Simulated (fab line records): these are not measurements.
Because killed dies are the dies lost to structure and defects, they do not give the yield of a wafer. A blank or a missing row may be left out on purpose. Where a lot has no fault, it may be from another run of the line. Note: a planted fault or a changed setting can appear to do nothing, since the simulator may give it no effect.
fab line records :: flow n5_finfet
record
  lots=7
  wafers=21
route steps=1938 shown PASSIVATION@1902
start_h: the number of hours between the record's first day and the start of the first shown wafer of the lot :: wait_h: how many hours have passed since the lot's step before this one :: " the same as in the row above :: L1.1+2: a row that stands for several wafers :: - no value, or no start was given :: * or withheld: withheld :: < > ~ a bound
route shown NAME@n: NAME is a module with steps in the file, n the number in the route of the first one :: usual: mean/standard deviation taken from wafers without a fault :: same: alike in all rows :: chamber/n: place in a boat :: sites: readings site by site :: _std_site: their standard deviation :: _edge_site: inner sites' mean taken away from outer sites' mean :: radius_mm: for every site, how far away it sits from the centre of the wafer :: mask NAME#n: copy n :: behind: tool/chamber where the wafer was last shaped :: hold: why the lot went on hold/how many hours it stayed there/how the hold came to an end :: device: transistor that didn't switch, given as n, p or np :: end of line: the same wafers' tests at the end of the route :: a step without rows: its recipe alone :: killed: not the wafer's yield, but the dies lost to structure and defects at the first sort :: map: the dies of a wafer, with x for killed, . for not killed, _ for no die there
set.NAME: the setting that was run; set.NAME@STEP: the one run at that earlier step :: model.NAME: the simulator's own value behind a step, which no gauge read
one table per step and one row per wafer, for lots whose settings were changed on purpose
## steps
# step N5_PASSIVATION_PEB_28
# recipe
  peb_temp_c=withheld
  peb_time_s=*
lot.wafer: L075.1+3+4
tool: litho_track-05
chamber: 0
start_h: 287.32
wait_h: 0.1
set.peb_time_s: *

lot.wafer: L076.1+2+6
tool: litho_track-05
chamber: 0
start_h: 293.13
wait_h: 0.1
set.peb_time_s: *

lot.wafer: L077.2+5+6
tool: litho_track-05
chamber: 0
start_h: 298.28
wait_h: 0.0
set.peb_time_s: *

lot.wafer: L080.4+5
tool: litho_track-02
chamber: 0
start_h: 320.20
wait_h: 0.0
set.peb_time_s: *

lot.wafer: L080.6
tool: litho_track-02
chamber: 0
start_h: 320.20
wait_h: 0.0
set.peb_time_s: *

lot.wafer: L087.1
tool: litho_track-05
chamber: 0
start_h: 347.89
wait_h: 0.1
set.peb_time_s: *

lot.wafer: L087.2+4
tool: litho_track-05
chamber: 0
start_h: 347.89
wait_h: 0.1
set.peb_time_s: *

lot.wafer: L089.2+3+5
tool: litho_track-03
chamber: 0
start_h: 369.65
wait_h: 0.0
set.peb_time_s: *

lot.wafer: L090.1+4
tool: litho_track-02
chamber: 0
start_h: 385.84
wait_h: 0.1
set.peb_time_s: *

lot.wafer: L090.2
tool: litho_track-02
chamber: 0
start_h: 385.84
wait_h: 0.1
set.peb_time_s: *
# step N5_PASSIVATION_DEVELOP_29
# recipe
  develop_time_s=60
  rinse_liquid=diw
  dry=air_spin
  dev_temp_c=21
# step N5_PASSIVATION_HARDBAKE_31
# recipe
  temp_c=130
  time_s=120
# step N5_PASSIVATION_CD_MEAS_30
# recipe
  target_cd_nm=4000
  landing_energy_ev=500
  detector=se_inlens
  polarity=opening
# usual
  cd_nm=4000.6/1.7
lot.wafer: L075.1
tool: cd_sem-01
chamber: 0
start_h: 287.44
wait_h: -
set.peb_time_s@PASSIVATION_PEB_28: *
cd_nm: 4002.8

lot.wafer: L075.3
tool: cd_sem-01
chamber: 0
start_h: 287.44
wait_h: -
set.peb_time_s@PASSIVATION_PEB_28: *
cd_nm: 4001.4

lot.wafer: L075.4
tool: cd_sem-01
chamber: 0
start_h: 287.44
wait_h: -
set.peb_time_s@PASSIVATION_PEB_28: *
cd_nm: 4001.3

lot.wafer: L076.1
tool: cd_sem-02
chamber: 0
start_h: 293.25
wait_h: -
set.peb_time_s@PASSIVATION_PEB_28: *
cd_nm: 4000.3

lot.wafer: L076.2
tool: cd_sem-02
chamber: 0
start_h: 293.25
wait_h: -
set.peb_time_s@PASSIVATION_PEB_28: *
cd_nm: 4001.3

lot.wafer: L076.6
tool: cd_sem-02
chamber: 0
start_h: 293.25
wait_h: -
set.peb_time_s@PASSIVATION_PEB_28: *
cd_nm: 4000.9

lot.wafer: L077.2
tool: cd_sem-02
chamber: 0
start_h: 298.40
wait_h: -
set.peb_time_s@PASSIVATION_PEB_28: *
cd_nm: 4001.5

lot.wafer: L077.5
tool: cd_sem-02
chamber: 0
start_h: 298.40
wait_h: -
set.peb_time_s@PASSIVATION_PEB_28: *
cd_nm: 4002.2

lot.wafer: L077.6
tool: cd_sem-02
chamber: 0
start_h: 298.40
wait_h: -
set.peb_time_s@PASSIVATION_PEB_28: *
cd_nm: 4003.7

lot.wafer: L080.4
tool: cd_sem-03
chamber: 0
start_h: 320.33
wait_h: -
set.peb_time_s@PASSIVATION_PEB_28: *
cd_nm: 4003.9

lot.wafer: L080.5
tool: cd_sem-03
chamber: 0
start_h: 320.33
wait_h: -
set.peb_time_s@PASSIVATION_PEB_28: *
cd_nm: 4003.0

lot.wafer: L080.6
tool: cd_sem-03
chamber: 0
start_h: 320.33
wait_h: -
set.peb_time_s@PASSIVATION_PEB_28: *
cd_nm: 3998.6

lot.wafer: L087.1
tool: cd_sem-02
chamber: 0
start_h: 348.00
wait_h: -
set.peb_time_s@PASSIVATION_PEB_28: *
cd_nm: 3995.7

lot.wafer: L087.2
tool: cd_sem-02
chamber: 0
start_h: 348.00
wait_h: -
set.peb_time_s@PASSIVATION_PEB_28: *
cd_nm: 4000.3

lot.wafer: L087.4
tool: cd_sem-02
chamber: 0
start_h: 348.00
wait_h: -
set.peb_time_s@PASSIVATION_PEB_28: *
cd_nm: 3998.5

lot.wafer: L089.2
tool: cd_sem-01
chamber: 0
start_h: 369.77
wait_h: -
set.peb_time_s@PASSIVATION_PEB_28: *
cd_nm: 4001.6

lot.wafer: L089.3
tool: cd_sem-01
chamber: 0
start_h: 369.77
wait_h: -
set.peb_time_s@PASSIVATION_PEB_28: *
cd_nm: 4002.0

lot.wafer: L089.5
tool: cd_sem-01
chamber: 0
start_h: 369.77
wait_h: -
set.peb_time_s@PASSIVATION_PEB_28: *
cd_nm: 4003.0

lot.wafer: L090.1
tool: cd_sem-03
chamber: 0
start_h: 385.97
wait_h: -
set.peb_time_s@PASSIVATION_PEB_28: *
cd_nm: 3999.0

lot.wafer: L090.2
tool: cd_sem-03
chamber: 0
start_h: 385.97
wait_h: -
set.peb_time_s@PASSIVATION_PEB_28: *
cd_nm: 3998.0

lot.wafer: L090.4
tool: cd_sem-03
chamber: 0
start_h: 385.97
wait_h: -
set.peb_time_s@PASSIVATION_PEB_28: *
cd_nm: 3999.6
# step N5_PASSIVATION_ETCH_54
# recipe
  chemistry=CHF3/O2
  target=SiO2
  target_depth_a=8800
  CHF3_flow_sccm=50
  O2_flow_sccm=5
  Ar_flow_sccm=200
  time_s=440
  mask_material=PR
  pressure_mtorr=30
  source_w=650
  bias_w=170
  ion_energy_ev=200
# usual
  rf_vpp_V=527/7.4
lot.wafer: L075.1
tool: rie_diel-06
chamber: 3
start_h: 290.47
wait_h: 0.1
set.source_w: 650
rf_vpp_V: 541

lot.wafer: L075.3
tool: rie_diel-06
chamber: 2
start_h: 290.47
wait_h: 0.1
set.source_w: 650
rf_vpp_V: 527

lot.wafer: L075.4
tool: rie_diel-06
chamber: 0
start_h: 290.47
wait_h: 0.1
set.source_w: 650
rf_vpp_V: 524

lot.wafer: L076.1
tool: rie_diel-06
chamber: 2
start_h: 295.34
wait_h: 0.1
set.source_w: 750.2
rf_vpp_V: 492

lot.wafer: L076.2
tool: rie_diel-06
chamber: 3
start_h: 295.34
wait_h: 0.1
set.source_w: 650
rf_vpp_V: 541

lot.wafer: L076.6
tool: rie_diel-06
chamber: 1
start_h: 295.34
wait_h: 0.1
set.source_w: 750.2
rf_vpp_V: 480

lot.wafer: L077.2
tool: rie_diel-06
chamber: 3
start_h: 300.70
wait_h: 0.1
set.source_w: 689.7
rf_vpp_V: 524

lot.wafer: L077.5
tool: rie_diel-06
chamber: 1
start_h: 300.70
wait_h: 0.1
set.source_w: 689.7
rf_vpp_V: 500

lot.wafer: L077.6
tool: rie_diel-06
chamber: 0
start_h: 300.70
wait_h: 0.1
set.source_w: 650
rf_vpp_V: 524

lot.wafer: L080.4
tool: rie_diel-05
chamber: 2
start_h: 322.90
wait_h: 0.1
set.source_w: 650
rf_vpp_V: 538

lot.wafer: L080.5
tool: rie_diel-05
chamber: 1
start_h: 322.90
wait_h: 0.1
set.source_w: 650
rf_vpp_V: 524

lot.wafer: L080.6
tool: rie_diel-05
chamber: 0
start_h: 322.90
wait_h: 0.1
set.source_w: 650
rf_vpp_V: 519

lot.wafer: L087.1
tool: rie_diel-06
chamber: 0
start_h: 350.33
wait_h: 0.1
set.source_w: 650
rf_vpp_V: 524

lot.wafer: L087.2
tool: rie_diel-06
chamber: 3
start_h: 350.33
wait_h: 0.1
set.source_w: 693.3
rf_vpp_V: 521

lot.wafer: L087.4
tool: rie_diel-06
chamber: 2
start_h: 350.33
wait_h: 0.1
set.source_w: 650
rf_vpp_V: 527

lot.wafer: L089.2
tool: rie_diel-01
chamber: 2
start_h: 371.85
wait_h: 0.1
set.source_w: 614.8
rf_vpp_V: 534

lot.wafer: L089.3
tool: rie_diel-01
chamber: 3
start_h: 371.85
wait_h: 0.1
set.source_w: 614.8
rf_vpp_V: 548

lot.wafer: L089.5
tool: rie_diel-01
chamber: 2
start_h: 371.85
wait_h: 0.1
set.source_w: 650
rf_vpp_V: 518

lot.wafer: L090.1
tool: rie_diel-01
chamber: 1
start_h: 388.18
wait_h: 0.1
set.source_w: 538.8
rf_vpp_V: 577

lot.wafer: L090.2
tool: rie_diel-01
chamber: 0
start_h: 388.18
wait_h: 0.1
set.source_w: 650
rf_vpp_V: 529

lot.wafer: L090.4
tool: rie_diel-01
chamber: 3
start_h: 388.18
wait_h: 0.1
set.source_w: 650
rf_vpp_V: 535
## key
split
  step=N5_PASSIVATION_PEB_28
  setting=peb_time_s
  stated=*
  by=wafer
response
  step=N5_PASSIVATION_CD_MEAS_30
  reading=cd_nm
  change=+0.246
  per=1%
  r=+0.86
split
  step=N5_PASSIVATION_ETCH_54
  setting=source_w
  stated=650
  by=wafer
response
  step=N5_PASSIVATION_ETCH_54
  reading=rf_vpp_V
  change=-2.88
  per=1%
  r=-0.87
